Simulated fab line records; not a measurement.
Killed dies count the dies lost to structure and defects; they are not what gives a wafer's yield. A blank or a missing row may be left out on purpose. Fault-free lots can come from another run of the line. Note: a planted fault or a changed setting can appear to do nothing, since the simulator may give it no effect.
Which tool did it? :: flow n5Finfet :: 24 lots, 72 wafers sampled, at 6 steps of a route of 1938

WHAT THE GAUGES READ, wafer by wafer
N5_BEOL_M10_CD_MEAS_28: target cd 70 nm.
lot: L074
measured: day 9 17:38
on: cdSem-03
cdNm (nm): 69.9 71.1 69.2

lot: L075
measured: day 10 00:58
on: cdSem-01
cdNm (nm): 70.9 70.5 70.0

lot: L076
measured: day 10 06:57
on: cdSem-01
cdNm (nm): 69.4 70.7 71.0

lot: L077
measured: day 10 16:01
on: cdSem-02
cdNm (nm): 70.4 70.0 68.7

lot: L078
measured: day 10 16:21
on: cdSem-01
cdNm (nm): 69.2 71.1 70.6

lot: L079
measured: day 11 05:30
on: cdSem-02
cdNm (nm): 70.5 69.7 70.2

lot: L080
measured: day 11 11:31
on: cdSem-02
cdNm (nm): 69.4 69.8 69.0

lot: L081
measured: day 11 21:53
on: cdSem-01
cdNm (nm): 70.3 71.8 71.3

lot: L083
measured: day 12 07:30
on: cdSem-03
cdNm (nm): 71.0 69.2 70.6

lot: L082
measured: day 12 08:00
on: cdSem-02
cdNm (nm): 70.9 70.5 70.9

lot: L085
measured: day 12 14:34
on: cdSem-01
cdNm (nm): 69.5 69.1 69.5

lot: L084
measured: day 12 16:43
on: cdSem-02
cdNm (nm): 72.0 68.3 70.3

lot: L086
measured: day 13 05:26
on: cdSem-02
cdNm (nm): 69.5 68.6 69.1

lot: L087
measured: day 13 07:50
on: cdSem-02
cdNm (nm): 70.3 70.4 69.8

lot: L088
measured: day 13 08:14
on: cdSem-03
cdNm (nm): 70.8 68.8 67.9

lot: L089
measured: day 13 09:35
on: cdSem-01
cdNm (nm): 70.5 69.6 70.4

lot: L090
measured: day 14 01:07
on: cdSem-01
cdNm (nm): 70.0 70.6 71.3

lot: L091
measured: day 14 05:23
on: cdSem-01
cdNm (nm): 69.9 67.4 70.2

lot: L092
measured: day 14 09:35
on: cdSem-03
cdNm (nm): 72.1 72.9 69.4

lot: L095
measured: day 15 06:12
on: cdSem-03
cdNm (nm): 72.3 72.6 72.9

lot: L094
measured: day 15 08:53
on: cdSem-01
cdNm (nm): 69.5 70.7 72.1

lot: L093
measured: day 15 09:03
on: cdSem-03
cdNm (nm): 72.2 71.0 70.7

lot: L096
measured: day 15 17:29
on: cdSem-01
cdNm (nm): 71.9 72.2 69.7

lot: L097
measured: day 15 22:05
on: cdSem-03
cdNm (nm): 70.8 68.0 69.1

N5_BEOL_M11_CD_MEAS_18: pitch 140 nm, target cd 70 nm.
lot: L074
measured: day 10 00:02
on: cdSem-03
cdNm (nm): 70.3 69.3 69.8

lot: L075
measured: day 10 07:36
on: cdSem-01
cdNm (nm): 68.0 69.0 68.6

lot: L076
measured: day 10 12:48
on: cdSem-03
cdNm (nm): 69.0 69.6 68.9

lot: L077
measured: day 11 00:57
on: cdSem-03
cdNm (nm): 70.7 70.0 71.0

lot: L078
measured: day 11 01:43
on: cdSem-03
cdNm (nm): 71.2 71.0 70.3

lot: L079
measured: day 11 13:57
on: cdSem-01
cdNm (nm): 70.8 71.4 69.7

lot: L080
measured: day 11 23:58
on: cdSem-01
cdNm (nm): 68.5 67.7 68.7

lot: L081
measured: day 12 06:38
on: cdSem-03
cdNm (nm): 69.6 69.6 70.5

lot: L083
measured: day 12 12:59
on: cdSem-02
cdNm (nm): 70.3 69.4 70.6

lot: L082
measured: day 12 13:29
on: cdSem-02
cdNm (nm): 69.3 70.0 69.5

lot: L085
measured: day 12 20:30
on: cdSem-01
cdNm (nm): 69.6 70.3 69.6

lot: L084
measured: day 12 23:40
on: cdSem-01
cdNm (nm): 70.7 70.7 70.8

lot: L086
measured: day 13 13:20
on: cdSem-02
cdNm (nm): 70.2 69.4 69.8

lot: L087
measured: day 13 13:46
on: cdSem-02
cdNm (nm): 68.7 68.4 69.3

lot: L088
measured: day 13 15:04
on: cdSem-01
cdNm (nm): 69.5 70.9 69.9

lot: L089
measured: day 13 18:11
on: cdSem-01
cdNm (nm): 69.7 70.2 70.0

lot: L090
measured: day 14 08:14
on: cdSem-01
cdNm (nm): 69.8 70.0 70.1

lot: L091
measured: day 14 11:34
on: cdSem-01
cdNm (nm): 69.7 71.0 70.0

lot: L092
measured: day 14 15:19
on: cdSem-03
cdNm (nm): 69.5 69.1 70.4

lot: L095
measured: day 15 14:02
on: cdSem-01
cdNm (nm): 68.5 70.6 70.3

lot: L094
measured: day 15 14:31
on: cdSem-01
cdNm (nm): 69.5 69.4 70.4

lot: L093
measured: day 15 17:01
on: cdSem-03
cdNm (nm): 69.6 69.8 70.3

lot: L096
measured: day 16 04:46
on: cdSem-03
cdNm (nm): 69.2 70.1 70.5

lot: L097
measured: day 16 04:55
on: cdSem-03
cdNm (nm): 69.0 70.2 70.2

EACH LOT AND THE TOOL THAT RAN IT (in order: tool; ch and the chambers of the sampled wafers; start)
lot: L074
N5_BEOL_M10_ETCH_66: rieDiel-06 ch 2,3, day 9 17:49
N5_BEOL_M10_SURFACE_TREAT_76: pvdSputter-02, day 9 19:38
N5_BEOL_M10_SPUTTER_48: pvdSputter-02, day 9 19:50
N5_BEOL_M11_ILD_DEP_00: pecvd-03 ch 0,1, day 9 20:53

lot: L075
N5_BEOL_M10_ETCH_66: rieDiel-05 ch 0,1,2, day 10 01:08
N5_BEOL_M10_SURFACE_TREAT_76: pvdSputter-03, day 10 04:11
N5_BEOL_M10_SPUTTER_48: pvdSputter-03, day 10 04:22
N5_BEOL_M11_ILD_DEP_00: pecvd-04 ch 1,2, day 10 05:23

lot: L076
N5_BEOL_M10_ETCH_66: rieDiel-06 ch 0,3, day 10 07:16
N5_BEOL_M10_SURFACE_TREAT_76: pvdSputter-01, day 10 08:49
N5_BEOL_M10_SPUTTER_48: pvdSputter-02, day 10 09:00
N5_BEOL_M11_ILD_DEP_00: pecvd-03 ch 0,2, day 10 10:11

lot: L077
N5_BEOL_M10_ETCH_66: rieDiel-04 ch 0,1,3, day 10 16:20
N5_BEOL_M10_SURFACE_TREAT_76: pvdSputter-02, day 10 18:14
N5_BEOL_M10_SPUTTER_48: pvdSputter-03, day 10 19:43
N5_BEOL_M11_ILD_DEP_00: pecvd-04 ch 0,1,2, day 10 20:44

lot: L078
N5_BEOL_M10_ETCH_66: rieDiel-04 ch 0,1, day 10 16:53
N5_BEOL_M10_SURFACE_TREAT_76: pvdSputter-03, day 10 19:40
N5_BEOL_M10_SPUTTER_48: pvdSputter-03, day 10 20:19
N5_BEOL_M11_ILD_DEP_00: pecvd-03 ch 0,1,2, day 10 21:29

lot: L079
N5_BEOL_M10_ETCH_66: rieDiel-05 ch 0,1,2, day 11 09:12
N5_BEOL_M10_SURFACE_TREAT_76: pvdSputter-02, day 11 10:30
N5_BEOL_M10_SPUTTER_48: pvdSputter-03, day 11 10:44
N5_BEOL_M11_ILD_DEP_00: pecvd-02 ch 0,1,2, day 11 11:44

lot: L080
N5_BEOL_M10_ETCH_66: rieDiel-04 ch 0,2, day 11 13:13
N5_BEOL_M10_SURFACE_TREAT_76: pvdSputter-03, day 11 17:37
N5_BEOL_M10_SPUTTER_48: pvdSputter-02, day 11 18:28
N5_BEOL_M11_ILD_DEP_00: pecvd-04 ch 1,2, day 11 19:35

lot: L081
N5_BEOL_M10_ETCH_66: rieDiel-04 ch 0,1, day 11 22:53
N5_BEOL_M10_SURFACE_TREAT_76: pvdSputter-01, day 12 02:08
N5_BEOL_M10_SPUTTER_48: pvdSputter-01, day 12 02:22
N5_BEOL_M11_ILD_DEP_00: pecvd-03 ch 0,1,2, day 12 03:23

lot: L083
N5_BEOL_M10_ETCH_66: rieDiel-06 ch 0,2, day 12 07:40
N5_BEOL_M10_SURFACE_TREAT_76: pvdSputter-02, day 12 09:33
N5_BEOL_M10_SPUTTER_48: pvdSputter-02, day 12 09:43
N5_BEOL_M11_ILD_DEP_00: pecvd-03 ch 0,1,2, day 12 10:44

lot: L082
N5_BEOL_M10_ETCH_66: rieDiel-06 ch 0,3, day 12 08:10
N5_BEOL_M10_SURFACE_TREAT_76: pvdSputter-02, day 12 09:50
N5_BEOL_M10_SPUTTER_48: pvdSputter-02, day 12 10:05
N5_BEOL_M11_ILD_DEP_00: pecvd-02 ch 0,2, day 12 11:17

lot: L085
N5_BEOL_M10_ETCH_66: rieDiel-06 ch 0,3, day 12 14:44
N5_BEOL_M10_SURFACE_TREAT_76: pvdSputter-03, day 12 16:25
N5_BEOL_M10_SPUTTER_48: pvdSputter-01, day 12 16:38
N5_BEOL_M11_ILD_DEP_00: pecvd-02 ch 0,1, day 12 17:56

lot: L084
N5_BEOL_M10_ETCH_66: rieDiel-05 ch 0,2,3, day 12 16:54
N5_BEOL_M10_SURFACE_TREAT_76: pvdSputter-02, day 12 18:55
N5_BEOL_M10_SPUTTER_48: pvdSputter-03, day 12 19:20
N5_BEOL_M11_ILD_DEP_00: pecvd-04 ch 0,1,2, day 12 20:22

lot: L086
N5_BEOL_M10_ETCH_66: rieDiel-06 ch 1,2,3, day 13 05:43
N5_BEOL_M10_SURFACE_TREAT_76: pvdSputter-02, day 13 07:11
N5_BEOL_M10_SPUTTER_48: pvdSputter-03, day 13 07:26
N5_BEOL_M11_ILD_DEP_00: pecvd-04 ch 0,1, day 13 08:58

lot: L087
N5_BEOL_M10_ETCH_66: rieDiel-04 ch 0,1,2, day 13 08:00
N5_BEOL_M10_SURFACE_TREAT_76: pvdSputter-03, day 13 09:20
N5_BEOL_M10_SPUTTER_48: pvdSputter-02, day 13 09:46
N5_BEOL_M11_ILD_DEP_00: pecvd-04 ch 0,1,2, day 13 10:51

lot: L088
N5_BEOL_M10_ETCH_66: rieDiel-06 ch 0,1,2, day 13 08:31
N5_BEOL_M10_SURFACE_TREAT_76: pvdSputter-02, day 13 12:01
N5_BEOL_M10_SPUTTER_48: pvdSputter-02, day 13 12:17
N5_BEOL_M11_ILD_DEP_00: pecvd-03 ch 0,1,2, day 13 13:19

lot: L089
N5_BEOL_M10_ETCH_66: rieDiel-06 ch 0,2,3, day 13 09:46
N5_BEOL_M10_SURFACE_TREAT_76: pvdSputter-02, day 13 12:56
N5_BEOL_M10_SPUTTER_48: pvdSputter-02, day 13 13:29
N5_BEOL_M11_ILD_DEP_00: pecvd-03 ch 0,1,2, day 13 14:44

lot: L090
N5_BEOL_M10_ETCH_66: rieDiel-04 ch 1,2,3, day 14 01:17
N5_BEOL_M10_SURFACE_TREAT_76: pvdSputter-01, day 14 02:40
N5_BEOL_M10_SPUTTER_48: pvdSputter-03, day 14 04:43
N5_BEOL_M11_ILD_DEP_00: pecvd-02 ch 0,1, day 14 06:01

lot: L091
N5_BEOL_M10_ETCH_66: rieDiel-05 ch 0,1, day 14 05:33
N5_BEOL_M10_SURFACE_TREAT_76: pvdSputter-02, day 14 07:26
N5_BEOL_M10_SPUTTER_48: pvdSputter-02, day 14 07:51
N5_BEOL_M11_ILD_DEP_00: pecvd-04 ch 0,1, day 14 09:37

lot: L092
N5_BEOL_M10_ETCH_66: rieDiel-05 ch 0,1,2, day 14 09:46
N5_BEOL_M10_SURFACE_TREAT_76: pvdSputter-03, day 14 11:50
N5_BEOL_M10_SPUTTER_48: pvdSputter-03, day 14 12:03
N5_BEOL_M11_ILD_DEP_00: pecvd-02 ch 0,1, day 14 13:04

lot: L095
N5_BEOL_M10_ETCH_66: rieDiel-06 ch 0,1, day 15 06:25
N5_BEOL_M10_SURFACE_TREAT_76: pvdSputter-01, day 15 09:23
N5_BEOL_M10_SPUTTER_48: pvdSputter-02, day 15 09:40
N5_BEOL_M11_ILD_DEP_00: pecvd-03 ch 0,1,2, day 15 11:03

lot: L094
N5_BEOL_M10_ETCH_66: rieDiel-04 ch 0,2,3, day 15 09:03
N5_BEOL_M10_SURFACE_TREAT_76: pvdSputter-03, day 15 10:30
N5_BEOL_M10_SPUTTER_48: pvdSputter-03, day 15 10:44
N5_BEOL_M11_ILD_DEP_00: pecvd-02 ch 0,1, day 15 12:47

lot: L093
N5_BEOL_M10_ETCH_66: rieDiel-04 ch 1,2,3, day 15 10:15
N5_BEOL_M10_SURFACE_TREAT_76: pvdSputter-02, day 15 13:07
N5_BEOL_M10_SPUTTER_48: pvdSputter-02, day 15 13:20
N5_BEOL_M11_ILD_DEP_00: pecvd-03 ch 0,1,2, day 15 14:40

lot: L096
N5_BEOL_M10_ETCH_66: rieDiel-06 ch 2,3, day 15 17:50
N5_BEOL_M10_SURFACE_TREAT_76: pvdSputter-03, day 15 20:29
N5_BEOL_M10_SPUTTER_48: pvdSputter-01, day 15 20:50
N5_BEOL_M11_ILD_DEP_00: pecvd-03 ch 0,2, day 15 23:14

lot: L097
N5_BEOL_M10_ETCH_66: rieDiel-05 ch 1,2, day 15 22:16
N5_BEOL_M10_SURFACE_TREAT_76: pvdSputter-01, day 15 23:45
N5_BEOL_M10_SPUTTER_48: pvdSputter-01, day 15 23:59
N5_BEOL_M11_ILD_DEP_00: pecvd-04 ch 0,1, day 16 01:16
- N5_BEOL_M10_ETCH_66: etches SOC in N2/H2, target depth 120 nm, overetch 24 nm, time 180 s.
- N5_BEOL_M10_SURFACE_TREAT_76
- N5_BEOL_M10_SPUTTER_48: material Cu, target thk 12 nm, time 2 s.
- N5_BEOL_M11_ILD_DEP_00: deposits SiCOH lowk from DEMS/porogen, target thk 308.51 nm, time 58 s.

AS READ BY THE TOOLS THEMSELVES (means over the sampled wafers that have a number; for cases with no such wafer, the mark the record gives instead)
N5_BEOL_M10_ETCH_66.
lot: L074
tool: rieDiel-06
drypumpMotorCurrentA (A): 6.0
n2FlowSccm (sccm): 200.3
oesProductAu (a.u.): 0.59
rfFwdPowerW (W): 835.6
rfVppV (V): 525.9
showerheadPlenumPTorr (Torr): 2.62
throttleValvePct (%): 17.79

lot: L075
tool: rieDiel-05
drypumpMotorCurrentA (A): 5.9
n2FlowSccm (sccm): 199.9
oesProductAu (a.u.): 0.68
rfFwdPowerW (W): 833.4
rfVppV (V): 526.5
showerheadPlenumPTorr (Torr): 2.64
throttleValvePct (%): 17.69

lot: L076
tool: rieDiel-06
drypumpMotorCurrentA (A): 5.8
n2FlowSccm (sccm): 200.1
oesProductAu (a.u.): 0.59
rfFwdPowerW (W): 836.9
rfVppV (V): 524.6
showerheadPlenumPTorr (Torr): 2.53
throttleValvePct (%): 17.94

lot: L077
tool: rieDiel-04
drypumpMotorCurrentA (A): 5.5
n2FlowSccm (sccm): 201.1
oesProductAu (a.u.): 0.67
rfFwdPowerW (W): 835.6
rfVppV (V): 523.7
showerheadPlenumPTorr (Torr): 2.52
throttleValvePct (%): 17.75

lot: L078
tool: rieDiel-04
drypumpMotorCurrentA (A): 5.6
n2FlowSccm (sccm): 200.1
oesProductAu (a.u.): 0.66
rfFwdPowerW (W): 837.2
rfVppV (V): 524.4
showerheadPlenumPTorr (Torr): 2.54
throttleValvePct (%): 17.86

lot: L079
tool: rieDiel-05
drypumpMotorCurrentA (A): 5.9
n2FlowSccm (sccm): 199.9
oesProductAu (a.u.): 0.66
rfFwdPowerW (W): 835.0
rfVppV (V): 525.8
showerheadPlenumPTorr (Torr): 2.63
throttleValvePct (%): 17.70

lot: L080
tool: rieDiel-04
drypumpMotorCurrentA (A): 5.5
n2FlowSccm (sccm): 200.3
oesProductAu (a.u.): 0.73
rfFwdPowerW (W): 837.9
rfVppV (V): 523.6
showerheadPlenumPTorr (Torr): 2.53
throttleValvePct (%): 17.76

lot: L081
tool: rieDiel-04
drypumpMotorCurrentA (A): 5.7
n2FlowSccm (sccm): 200.2
oesProductAu (a.u.): 0.73
rfFwdPowerW (W): 837.4
rfVppV (V): 523.5
showerheadPlenumPTorr (Torr): 2.53
throttleValvePct (%): 17.76

lot: L083
tool: rieDiel-06
drypumpMotorCurrentA (A): 6.0
n2FlowSccm (sccm): 200.3
oesProductAu (a.u.): 0.59
rfFwdPowerW (W): 838.5
rfVppV (V): 526.2
showerheadPlenumPTorr (Torr): 2.62
throttleValvePct (%): 17.70

lot: L082
tool: rieDiel-06
drypumpMotorCurrentA (A): 5.8
n2FlowSccm (sccm): 199.4
oesProductAu (a.u.): 0.59
rfFwdPowerW (W): 838.7
rfVppV (V): 522.9
showerheadPlenumPTorr (Torr): 2.53
throttleValvePct (%): 17.97

lot: L085
tool: rieDiel-06
drypumpMotorCurrentA (A): 5.7
n2FlowSccm (sccm): 200.4
oesProductAu (a.u.): 0.59
rfFwdPowerW (W): 838.1
rfVppV (V): 523.2
showerheadPlenumPTorr (Torr): 2.53
throttleValvePct (%): 17.84

lot: L084
tool: rieDiel-05
drypumpMotorCurrentA (A): 6.0
n2FlowSccm (sccm): 200.6
oesProductAu (a.u.): 0.63
rfFwdPowerW (W): 835.3
rfVppV (V): 526.7
showerheadPlenumPTorr (Torr): 2.67
throttleValvePct (%): 17.78

lot: L086
tool: rieDiel-06
drypumpMotorCurrentA (A): 6.0
n2FlowSccm (sccm): 200.5
oesProductAu (a.u.): 0.64
rfFwdPowerW (W): 834.0
rfVppV (V): 524.3
showerheadPlenumPTorr (Torr): 2.55
throttleValvePct (%): 17.71

lot: L087
tool: rieDiel-04
drypumpMotorCurrentA (A): 5.3
n2FlowSccm (sccm): 200.6
oesProductAu (a.u.): 0.72
rfFwdPowerW (W): 835.5
rfVppV (V): 523.9
showerheadPlenumPTorr (Torr): 2.55
throttleValvePct (%): 17.81

lot: L088
tool: rieDiel-06
drypumpMotorCurrentA (A): 6.0
n2FlowSccm (sccm): 199.8
oesProductAu (a.u.): 0.66
rfFwdPowerW (W): 838.9
rfVppV (V): 524.1
showerheadPlenumPTorr (Torr): 2.56
throttleValvePct (%): 17.60

lot: L089
tool: rieDiel-06
drypumpMotorCurrentA (A): 5.9
n2FlowSccm (sccm): 200.1
oesProductAu (a.u.): 0.58
rfFwdPowerW (W): 839.2
rfVppV (V): 524.0
showerheadPlenumPTorr (Torr): 2.57
throttleValvePct (%): 17.84

lot: L090
tool: rieDiel-04
drypumpMotorCurrentA (A): 5.1
n2FlowSccm (sccm): 199.4
oesProductAu (a.u.): 0.72
rfFwdPowerW (W): 835.8
rfVppV (V): 523.4
showerheadPlenumPTorr (Torr): 2.54
throttleValvePct (%): 17.71

lot: L091
tool: rieDiel-05
drypumpMotorCurrentA (A): 5.5
n2FlowSccm (sccm): 199.8
oesProductAu (a.u.): 0.68
rfFwdPowerW (W): 834.0
rfVppV (V): 525.2
showerheadPlenumPTorr (Torr): 2.60
throttleValvePct (%): 17.72

lot: L092
tool: rieDiel-05
drypumpMotorCurrentA (A): 5.9
n2FlowSccm (sccm): 199.9
oesProductAu (a.u.): 0.64
rfFwdPowerW (W): 837.4
rfVppV (V): 526.1
showerheadPlenumPTorr (Torr): 2.62
throttleValvePct (%): 17.74

lot: L095
tool: rieDiel-06
drypumpMotorCurrentA (A): 5.8
n2FlowSccm (sccm): 199.9
oesProductAu (a.u.): 0.64
rfFwdPowerW (W): 835.9
rfVppV (V): 522.5
showerheadPlenumPTorr (Torr): 2.51
throttleValvePct (%): 17.63

lot: L094
tool: rieDiel-04
drypumpMotorCurrentA (A): 5.4
n2FlowSccm (sccm): 200.7
oesProductAu (a.u.): 0.69
rfFwdPowerW (W): 838.0
rfVppV (V): 522.9
showerheadPlenumPTorr (Torr): 2.51
throttleValvePct (%): 17.71

lot: L093
tool: rieDiel-04
drypumpMotorCurrentA (A): 5.1
n2FlowSccm (sccm): 200.3
oesProductAu (a.u.): 0.71
rfFwdPowerW (W): 838.2
rfVppV (V): 524.4
showerheadPlenumPTorr (Torr): 2.54
throttleValvePct (%): 17.73

lot: L096
tool: rieDiel-06
drypumpMotorCurrentA (A): 5.9
n2FlowSccm (sccm): 200.3
oesProductAu (a.u.): 0.57
rfFwdPowerW (W): 840.2
rfVppV (V): 523.3
showerheadPlenumPTorr (Torr): 2.55
throttleValvePct (%): 18.01

lot: L097
tool: rieDiel-05
drypumpMotorCurrentA (A): 5.9
n2FlowSccm (sccm): 199.9
oesProductAu (a.u.): 0.64
rfFwdPowerW (W): 838.6
rfVppV (V): 526.2
showerheadPlenumPTorr (Torr): 2.63
throttleValvePct (%): 17.80

N5_BEOL_M10_SPUTTER_48.
lot: L074
tool: pvdSputter-02
cathodeDcPowerW (W): 26001
throttleValvePct (%): 30.1

lot: L075
tool: pvdSputter-03
cathodeDcPowerW (W): 26006
throttleValvePct (%): 30.4

lot: L076
tool: pvdSputter-02
cathodeDcPowerW (W): 26004
throttleValvePct (%): 29.2

lot: L077
tool: pvdSputter-03
cathodeDcPowerW (W): 26004
throttleValvePct (%): 29.7

lot: L078
tool: pvdSputter-03
cathodeDcPowerW (W): 25998
throttleValvePct (%): 29.8

lot: L079
tool: pvdSputter-03
cathodeDcPowerW (W): 25999
throttleValvePct (%): 30.4

lot: L080
tool: pvdSputter-02
cathodeDcPowerW (W): 26005
throttleValvePct (%): 29.7

lot: L081
tool: pvdSputter-01
cathodeDcPowerW (W): 26001
throttleValvePct (%): 29.7

lot: L083
tool: pvdSputter-02
cathodeDcPowerW (W): 25992
throttleValvePct (%): 28.9

lot: L082
tool: pvdSputter-02
cathodeDcPowerW (W): 26004
throttleValvePct (%): 30.1

lot: L085
tool: pvdSputter-01
cathodeDcPowerW (W): 25999
throttleValvePct (%): 29.3

lot: L084
tool: pvdSputter-03
cathodeDcPowerW (W): 26001
throttleValvePct (%): 30.4

lot: L086
tool: pvdSputter-03
cathodeDcPowerW (W): 26002
throttleValvePct (%): 29.8

lot: L087
tool: pvdSputter-02
cathodeDcPowerW (W): 26000
throttleValvePct (%): 29.3

lot: L088
tool: pvdSputter-02
cathodeDcPowerW (W): 26004
throttleValvePct (%): 30.1

lot: L089
tool: pvdSputter-02
cathodeDcPowerW (W): 26000
throttleValvePct (%): 29.4

lot: L090
tool: pvdSputter-03
cathodeDcPowerW (W): 26001
throttleValvePct (%): 29.6

lot: L091
tool: pvdSputter-02
cathodeDcPowerW (W): 26002
throttleValvePct (%): 29.9

lot: L092
tool: pvdSputter-03
cathodeDcPowerW (W): 26001
throttleValvePct (%): 30.1

lot: L095
tool: pvdSputter-02
cathodeDcPowerW (W): 25995
throttleValvePct (%): 29.6

lot: L094
tool: pvdSputter-03
cathodeDcPowerW (W): 26008
throttleValvePct (%): 30.1

lot: L093
tool: pvdSputter-02
cathodeDcPowerW (W): 25999
throttleValvePct (%): 30.0

lot: L096
tool: pvdSputter-01
cathodeDcPowerW (W): 26000
throttleValvePct (%): 29.7

lot: L097
tool: pvdSputter-01
cathodeDcPowerW (W): 26000
throttleValvePct (%): 29.6

N5_BEOL_M11_ILD_DEP_00.
lot: L074
tool: pecvd-03
heaterPowerOuterW (W): 141
heaterPowerW (W): 294
rfFwdPowerW (W): 493.9
showerheadPlenumPTorr (Torr): 5.742
throttleValvePct (%): 13.8

lot: L075
tool: pecvd-04
heaterPowerOuterW (W): 155
heaterPowerW (W): 350
rfFwdPowerW (W): 497.0
showerheadPlenumPTorr (Torr): 5.755
throttleValvePct (%): 13.6

lot: L076
tool: pecvd-03
heaterPowerOuterW (W): 154
heaterPowerW (W): 325
rfFwdPowerW (W): 495.1
showerheadPlenumPTorr (Torr): 5.725
throttleValvePct (%): 13.8

lot: L077
tool: pecvd-04
heaterPowerOuterW (W): 151
heaterPowerW (W): 335
rfFwdPowerW (W): 497.7
showerheadPlenumPTorr (Torr): 5.755
throttleValvePct (%): 13.4

lot: L078
tool: pecvd-03
heaterPowerOuterW (W): 147
heaterPowerW (W): 309
rfFwdPowerW (W): 496.4
showerheadPlenumPTorr (Torr): 5.731
throttleValvePct (%): 13.6

lot: L079
tool: pecvd-02
heaterPowerOuterW (W): 130
heaterPowerW (W): 293
rfFwdPowerW (W): 497.5
showerheadPlenumPTorr (Torr): 5.753
throttleValvePct (%): 14.3

lot: L080
tool: pecvd-04
heaterPowerOuterW (W): 160
heaterPowerW (W): 352
rfFwdPowerW (W): 498.7
showerheadPlenumPTorr (Torr): 5.747
throttleValvePct (%): 12.9

lot: L081
tool: pecvd-03
heaterPowerOuterW (W): 163
heaterPowerW (W): 329
rfFwdPowerW (W): 495.8
showerheadPlenumPTorr (Torr): 5.730
throttleValvePct (%): 13.7

lot: L083
tool: pecvd-03
heaterPowerOuterW (W): 152
heaterPowerW (W): 313
rfFwdPowerW (W): 497.5
showerheadPlenumPTorr (Torr): 5.732
throttleValvePct (%): 13.6

lot: L082
tool: pecvd-02
heaterPowerOuterW (W): 121
heaterPowerW (W): 286
rfFwdPowerW (W): 495.7
showerheadPlenumPTorr (Torr): 5.737
throttleValvePct (%): 14.8

lot: L085
tool: pecvd-02
heaterPowerOuterW (W): 126
heaterPowerW (W): 286
rfFwdPowerW (W): 495.8
showerheadPlenumPTorr (Torr): 5.746
throttleValvePct (%): 14.9

lot: L084
tool: pecvd-04
heaterPowerOuterW (W): 137
heaterPowerW (W): 312
rfFwdPowerW (W): 496.8
showerheadPlenumPTorr (Torr): 5.761
throttleValvePct (%): 13.3

lot: L086
tool: pecvd-04
heaterPowerOuterW (W): 125
heaterPowerW (W): 299
rfFwdPowerW (W): 496.6
showerheadPlenumPTorr (Torr): 5.770
throttleValvePct (%): 14.0

lot: L087
tool: pecvd-04
heaterPowerOuterW (W): 154
heaterPowerW (W): 334
rfFwdPowerW (W): 497.6
showerheadPlenumPTorr (Torr): 5.761
throttleValvePct (%): 13.2

lot: L088
tool: pecvd-03
heaterPowerOuterW (W): 164
heaterPowerW (W): 329
rfFwdPowerW (W): 494.2
showerheadPlenumPTorr (Torr): 5.727
throttleValvePct (%): 13.6

lot: L089
tool: pecvd-03
heaterPowerOuterW (W): 145
heaterPowerW (W): 300
rfFwdPowerW (W): 495.1
showerheadPlenumPTorr (Torr): 5.727
throttleValvePct (%): 13.7

lot: L090
tool: pecvd-02
heaterPowerOuterW (W): 150
heaterPowerW (W): 311
rfFwdPowerW (W): 496.3
showerheadPlenumPTorr (Torr): 5.748
throttleValvePct (%): 14.2

lot: L091
tool: pecvd-04
heaterPowerOuterW (W): 131
heaterPowerW (W): 308
rfFwdPowerW (W): 496.5
showerheadPlenumPTorr (Torr): 5.769
throttleValvePct (%): 13.7

lot: L092
tool: pecvd-02
heaterPowerOuterW (W): 112
heaterPowerW (W): 268
rfFwdPowerW (W): 495.4
showerheadPlenumPTorr (Torr): 5.743
throttleValvePct (%): 14.7

lot: L095
tool: pecvd-03
heaterPowerOuterW (W): 166
heaterPowerW (W): 330
rfFwdPowerW (W): 494.1
showerheadPlenumPTorr (Torr): 5.730
throttleValvePct (%): 13.5

lot: L094
tool: pecvd-02
heaterPowerOuterW (W): 130
heaterPowerW (W): 294
rfFwdPowerW (W): 494.9
showerheadPlenumPTorr (Torr): 5.751
throttleValvePct (%): 14.9

lot: L093
tool: pecvd-03
heaterPowerOuterW (W): 148
heaterPowerW (W): 307
rfFwdPowerW (W): 495.9
showerheadPlenumPTorr (Torr): 5.729
throttleValvePct (%): 13.8

lot: L096
tool: pecvd-03
heaterPowerOuterW (W): 139
heaterPowerW (W): 302
rfFwdPowerW (W): 495.4
showerheadPlenumPTorr (Torr): 5.728
throttleValvePct (%): 13.7

lot: L097
tool: pecvd-04
heaterPowerOuterW (W): 146
heaterPowerW (W): 331
rfFwdPowerW (W): 497.3
showerheadPlenumPTorr (Torr): 5.770
throttleValvePct (%): 14.0

THE ANSWER, worked out from the rows above alone
Rule: what is usual is taken from the lots themselves. Put in order of their means at a reading, lots are off if they are a third of the lots or fewer, leave a main group of 4 or more, and stand apart from it by a gap of 3 or more times the standard deviation of the main group's means; of several such gaps the widest counts. A main group is skipped when, at the precision printed for the reading in the tables above, its means are all equal. Also off: a lot with no number at a reading for which 4 or more lots have one. The other lots that the step has rows for count as sound. Order of review: gauges by route order, followed by the tools' own readings, for which a lot's mean as printed above is used. At the first step where some lot is off, the reading lying furthest off is the one used; lots without a number count as furthest.
None of the lots is off at any reading shown; this tells nothing.

WHAT THE SIMULATOR HAD PUT IN
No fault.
